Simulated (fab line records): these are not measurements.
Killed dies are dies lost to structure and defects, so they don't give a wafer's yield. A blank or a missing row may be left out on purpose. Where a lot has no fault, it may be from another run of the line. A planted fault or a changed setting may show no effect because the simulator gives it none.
Struck lot and sound lot, side by side	flow n5Finfet	16 steps out of a route of 1938
Sound: these wafers, L472.1, L472.3, L472.4. Wafers L479.1, L479.2, L479.4 were the ones struck. The cause is named last.
For every step that has rows: the tool of each side, followed by ch and its chambers, followed by its first start. Under that, the readings that differ: sound wafers	struck wafers	difference of the means	sigmas: that difference in standard deviations of wafers without a fault.
alike: a reading whose means differ by less than 2 such deviations, as well as words and numbers matching on both sides. not compared: withheld readings; readings where some wafer has no value; bounds like >300 that might hide an equal value; numbers whose values overlap and for which the record gives no deviation.
The two part at a step that has a row with sigmas, a row that says differs or no value, or rows on one side only. Non-overlapping numbers with no deviation appear without sigmas and do not part them. Lack of a reading on every wafer of one side parts them only where that side has two or more wafers.

N5_HKMG_FIN_STRIP_60: strips in N2/H2, time 360 s.
  sound on plasmaAsher-01 ch 0,1, day 4 04:07; struck on plasmaAsher-01 ch 0,1, day 5 19:45
  alike: drypumpMotorCurrentA, heaterPowerW, n2FlowSccm
  not compared: rfHoursCounterH
then, 2 steps without rows for these wafers: N5_HKMG_FIN_WET_ETCH_77 (etches La2O3 in dHCl, stops on HfO2, target depth 2 nm); N5_HKMG_FIN_WET_ETCH_78 (etches Al2O3 in dNH4OH, stops on La2O3, target depth 4.5 nm, rinse time 30 s).
N5_HKMG_FIN_ALD_79: deposits TiN, target thk 1.5 nm, pulse time 1 s, purge time 3 s.
  sound on aldMetal-02 ch 0,2,3, day 4 04:35; struck on aldMetal-04 ch 0,1,3, day 5 20:14
  alike: heaterPowerW, precursorPulseHeightRel, susceptorTempC
N5_HKMG_FIN_CVD_62: deposits a-Si from Si2H6, target thk 3 nm, time 20.8 s.
  sound on thermalCvdSi-01 ch 0, day 4 04:58; struck on thermalCvdSi-02 ch 0,1,2, day 5 20:36
  alike: heaterPowerW
then, 5 steps without rows for these wafers: N5_HKMG_FIN_RTA_80 (time 2 s); N5_HKMG_FIN_PRECLEAN_64 (cleans in dHF, time 30 s); N5_HKMG_FIN_WET_ETCH_65 (etches a-Si in TMAH, stops on TiN, time 49 s, target depth 3 nm); N5_HKMG_FIN_WET_ETCH_81 (etches TiN in SC1, stops on HfO2, time 57 s, target depth 6 nm); N5_HKMG_FIN_WET_ETCH_82 (etches La2O3 in dHCl, stops on HfO2, target depth 2 nm, rinse time 30 s).
N5_HKMG_FIN_ALD_36: deposits TiN, target thk 1 nm, pulse time 1 s, purge time 3 s.
  sound on aldMetal-04 ch 0,3, day 4 05:35; struck on aldMetal-03 ch 0,2,3, day 5 21:00
  alike: heaterPowerW, precursorPulseHeightRel, susceptorTempC
N5_HKMG_FIN_THK_MEAS_70: measures by xrf.
  struck on filmMetro-02, day 5 21:17; sound on filmMetro-01, day 4 05:52
  alike: HK_THK
N5_HKMG_FIN_PWFM_ALD_03: deposits TiN, target thk 2 nm, pulse time 1 s, purge time 3 s.
  sound on aldMetal-02 ch 0,2,3, day 4 05:53; struck on aldMetal-04 ch 0,1,2, day 5 21:19
reading	sound	struck	difference	sigmas
heaterPowerW (W)	749 761 944	1092 955 960	+184	+2
susceptorTempC (C)	400.04 400.47 400.30	417.97 418.49 418.29	+17.98	+75
  alike: precursorPulseHeightRel
then, 1 step without rows for these wafers: N5_HKMG_FIN_COAT_29 (time 60 s, resist thk 300 nm).
-- record jumps: 5 days separate the struck wafers' starts on either side; left off in module HKMG_FIN, taken up again in module BEOL_M4, whose first shown step is the route's number 1111 --
N5_BEOL_M4_RC_MEAS_101:
  sound on prober-01 ch 0, day 9 11:01; struck on prober-01 ch 0, day 10 20:51
reading	sound	struck	difference	sigmas
DIBL_P (mV/V)	34.5 36.1 35.1	38.8 40.2 40.8	+4.7	+2
IOFF_N (nA/um)	0.13 0.15 0.13	0.20 0.22 0.23	+0.08	+2
ION_N (uA/um)	656 659 661	678 703 682	+29	+2
SS_N (mV/dec)	70.6 70.9 71.3	72.8 71.9 73.2	+1.7	+3
VT_N (mV)	254 251 254	245 246 245	-8	-2
  alike: DIBL_N, IOFF_P, ION_P, SS_P, VT_P
N5_PASSIVATION_PROBE_49:
  sound wafers here have rows in the record (prober-01, day 14 05:11); struck ones have none

== WHERE THEY PART ==
Last at N5_PASSIVATION_PROBE_49 as far as this record goes, first at N5_HKMG_FIN_PWFM_ALD_03.

WHY: what had been put in by the simulator
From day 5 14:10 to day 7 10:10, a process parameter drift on aldMetal-04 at N5_HKMG_FIN_PWFM_ALD_03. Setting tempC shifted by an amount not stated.
